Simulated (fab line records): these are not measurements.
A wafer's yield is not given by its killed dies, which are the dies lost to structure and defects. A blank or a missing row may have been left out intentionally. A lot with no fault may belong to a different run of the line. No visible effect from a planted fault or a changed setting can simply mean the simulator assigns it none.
Split-lot trial	flow n5_finfet	route with 1938 steps; 7 lots, 39 wafers read

## THE SPLIT
At N5_HKMG_FIN_ETCH_32 (etches SOC in N2/H2, target depth 240 nm, time 300 s), the setting target_depth_a was moved away from the recipe's 2400 angstrom on 15 of the 39 wafers read, by -5.0% to +12.6%. All remaining wafers had this setting at the recipe value.

Reading taken at the split's own step.

## THE READING
SiARC_of_HKMG_FIN_COAT_30.thk_nm (the simulator's own value, which no gauge read), in nm, at N5_HKMG_FIN_ETCH_32 (etches SOC in N2/H2, target depth 240 nm, time 300 s). There is no usual value for it anywhere in the file. Average 21.2 nm, standard deviation 0.37 nm, over the 24 wafers here run with the recipe.

wafer	tool, chamber at the split	target_depth_a as run, angstrom	against the recipe	SiARC_of_HKMG_FIN_COAT_30.thk_nm, nm	against lot-mates on the recipe
L075.1	rie_diel-03, 3	2701	+12.5%	20.2	-1.3
L075.2	rie_diel-03, 0	2701	+12.5%	19.8	-1.7
L075.3	rie_diel-03, 2	2400	recipe	21.2	-
L075.4	rie_diel-03, 1	2400	recipe	21.6	-
L075.5	rie_diel-03, 0	2701	+12.5%	19.8	-1.7
L075.6	rie_diel-03, 3	2400	recipe	21.8	-
L080.1	rie_diel-03, 3	2400	recipe	21.8	-
L080.2	rie_diel-03, 2	2639	+10.0%	19.6	-2.0
L080.3	rie_diel-03, 0	2400	recipe	21.4	-
L080.4	rie_diel-03, 1	2400	recipe	21.6	-
L080.5	rie_diel-03, 0	2639	+10.0%	20.2	-1.4
L080.6	rie_diel-03, 3	2639	+10.0%	20.6	-1.0
L081.1	rie_diel-04, 3	2400	recipe	21.2	-
L081.2	rie_diel-04, 2	2400	recipe	20.8	-
L081.3	rie_diel-04, 1	2400	recipe	20.8	-
L081.4	rie_diel-04, 0	2400	recipe	21.6	-
L081.5	rie_diel-04, 2	2400	recipe	20.8	-
L081.6	rie_diel-04, 3	2400	recipe	21.2	-
L087.1	rie_diel-01, 0	2400	recipe	21.6	-
L087.3	rie_diel-01, 2	2400	recipe	20.8	-
L087.5	rie_diel-01, 2	2400	recipe	20.6	-
L089.1	rie_diel-04, 3	2400	recipe	21.2	-
L089.2	rie_diel-04, 2	2400	recipe	20.8	-
L089.3	rie_diel-04, 0	2674	+11.4%	20	-1.1
L089.4	rie_diel-04, 2	2674	+11.4%	19.4	-1.7
L089.5	rie_diel-04, 0	2674	+11.4%	20	-1.1
L089.6	rie_diel-04, 3	2400	recipe	21.2	-
L096.1	rie_diel-01, 3	2400	recipe	21.4	-
L096.2	rie_diel-01, 1	2703	+12.6%	18.8	-2.5
L096.3	rie_diel-01, 0	2400	recipe	21.8	-
L096.4	rie_diel-01, 2	2400	recipe	20.8	-
L096.5	rie_diel-01, 0	2703	+12.6%	20.2	-1.1
L096.6	rie_diel-01, 1	2703	+12.6%	19.2	-2.1
L097.1	rie_diel-01, 1	2279	-5.0%	21.6	+0.5
L097.2	rie_diel-01, 0	2279	-5.0%	22.6	+1.5
L097.3	rie_diel-01, 2	2400	recipe	20.8	-
L097.4	rie_diel-01, 3	2400	recipe	21.4	-
L097.5	rie_diel-01, 3	2279	-5.0%	22	+0.9
L097.6	rie_diel-01, 2	2400	recipe	21	-

FIT RESULTS
A straight line over all 39 wafers: SiARC_of_HKMG_FIN_COAT_30.thk_nm changes by -0.126 nm for each +1% of target_depth_a; r = -0.88; the points scatter about the line by 0.41 nm.
The same after taking each lot's own level away (the mean of its wafers on the recipe; 39 wafers): -0.141 nm for each +1%; r = -0.91; scatter 0.38 nm.
According to that fit, moving target_depth_a by its largest amount changes the reading by 1.8 nm.
The lots' own levels span 21.00 to 21.60 nm, that is 1.6 times the standard deviation above.
Hence the slope depends on the lot-to-lot level, as the two fits are not the same.
Check: for one of the wafers moved furthest among these (+12.6%), held out of the fit, the line's prediction against its lot-mates is -1.65 nm. It came out at -2.53 nm against them.

## ADDITIONAL SPLITS CARRIED BY THESE WAFERS
These wafers also went through other splits before the reading. Each is held against what the fit with the lots' levels taken away leaves over:
other split on the same wafers	wafers away from the commonest value	r with SiARC_of_HKMG_FIN_COAT_30.thk_nm (lot level and that fit taken away)
N5_FIN_CUT_ETCH_21 bias_w	12	+0.05
N5_DUMMY_GATE_ETCH_32 time_s	15	-0.12
N5_SD_EPI_N_ETCH_16 target_depth_a	15	+0.01
N5_HKMG_FIN_ETCH_58 target_depth_a	18	-0.07

## THE WHOLE CHAIN: every reading that the file lists as answering this split, in the file's order
step	what it does	reading	change (the file's fit)	r (the file's)
N5_HKMG_FIN_ETCH_32	etches SOC in N2/H2, target depth 240 nm, time 300 s	etch.depth_nm (the simulator's own value, which no gauge read)	+2.46 nm for each +1% of the setting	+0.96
N5_HKMG_FIN_ETCH_32	etches SOC in N2/H2, target depth 240 nm, time 300 s	HKMG_FIN.feature_depth_nm (the simulator's own value, which no gauge read)	+2.46 nm for each +1% of the setting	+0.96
N5_HKMG_FIN_ETCH_32	etches SOC in N2/H2, target depth 240 nm, time 300 s	SiARC_of_HKMG_FIN_COAT_30.thk_nm (the simulator's own value, which no gauge read)	-0.137 nm for each +1% of the setting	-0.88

## FILE'S OWN FIT
SiARC_of_HKMG_FIN_COAT_30.thk_nm changes by -0.137 nm for each +1% of target_depth_a, r = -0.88.
